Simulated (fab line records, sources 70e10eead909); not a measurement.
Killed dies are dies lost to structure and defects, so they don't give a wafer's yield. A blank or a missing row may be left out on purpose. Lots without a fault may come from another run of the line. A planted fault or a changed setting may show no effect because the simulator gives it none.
Chamber matching | flow nand_harc | NHARC_THIN_TSV_CMP_21 on cmp-04: 4 sister chambers
The step polishes, t overpolish 30 s, target thk 2000 nm. 14 wafers are shown with their chamber, then 7 later ones without.

WAFERS WITH THEIR CHAMBER
wafer  | chamber | motor_current_A (A) | overpolish_run_s (s)
L270.1 | 0       | 13.3                | 29.995
L270.2 | 1       | 11.9                | 29.999
L270.6 | 0       | 13.1                | 29.987
L268.4 | 3       | 10.7                | 29.999
L268.5 | 3       | 10.9                | 30.003
L268.6 | 2       | 11.2                | 29.994
L277.1 | 0       | 13.1                | 30.001
L277.2 | 1       | 11.6                | 30.008
L277.3 | 2       | 11.0                | 29.991
L279.1 | 3       | 10.4                | 30.003
L279.2 | 2       | 11.4                | 29.986
L279.6 | 2       | 11.7                | 30.009
L284.3 | 2       | 10.7                | 30.009
L284.4 | 0       | 13.0                | 30.001

SIGNATURES (means of the wafers above)
reading          | chamber 0 | chamber 1 | chamber 2 | chamber 3 | scatter within a chamber
motor_current_A  | 13.125    | 11.750    | 11.200    | 10.667    | 0.283
overpolish_run_s | 29.99600  | 30.00350  | 29.99780  | 30.00167  | 0.00796
Rule: a wafer's distance from a chamber is the root of the sum, over the readings, of the square of ((its reading less the chamber's mean) divided by the reading's scatter). The wafer belongs to the nearest chamber; if the next one is less than 2 further off, it can't be placed. The scatter: the root of (the sum of the squares of (reading less its chamber's mean) over the shown wafers, divided by (wafers less chambers)).

WAFERS WITHOUT THEIR CHAMBER
wafer  | motor_current_A (A) | overpolish_run_s (s)
L284.6 | 10.4                | 30.013
L289.2 | 11.0                | 29.989
L289.4 | 12.7                | 29.989
L289.6 | 11.0                | 29.999
L290.2 | 10.7                | 29.997
L290.4 | 11.5                | 29.984
L290.5 | 12.8                | 29.996

WHICH CHAMBER EACH WENT THROUGH
wafer  | from the rows above          | in truth
L284.6 | can't be placed: 3 or 2      | 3
L289.2 | can't be placed: 2 or 3 or 1 | 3
L289.4 | 0                            | 0
L289.6 | can't be placed: 2 or 3 or 1 | 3
L290.2 | can't be placed: 3 or 2      | 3
L290.4 | can't be placed: 2 or 1 or 3 | 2
L290.5 | 0                            | 0
Placed correctly: 2 of 7. Can't be placed from these rows: 5 (the true chamber is among the candidates in 5). Placed wrongly: 0.
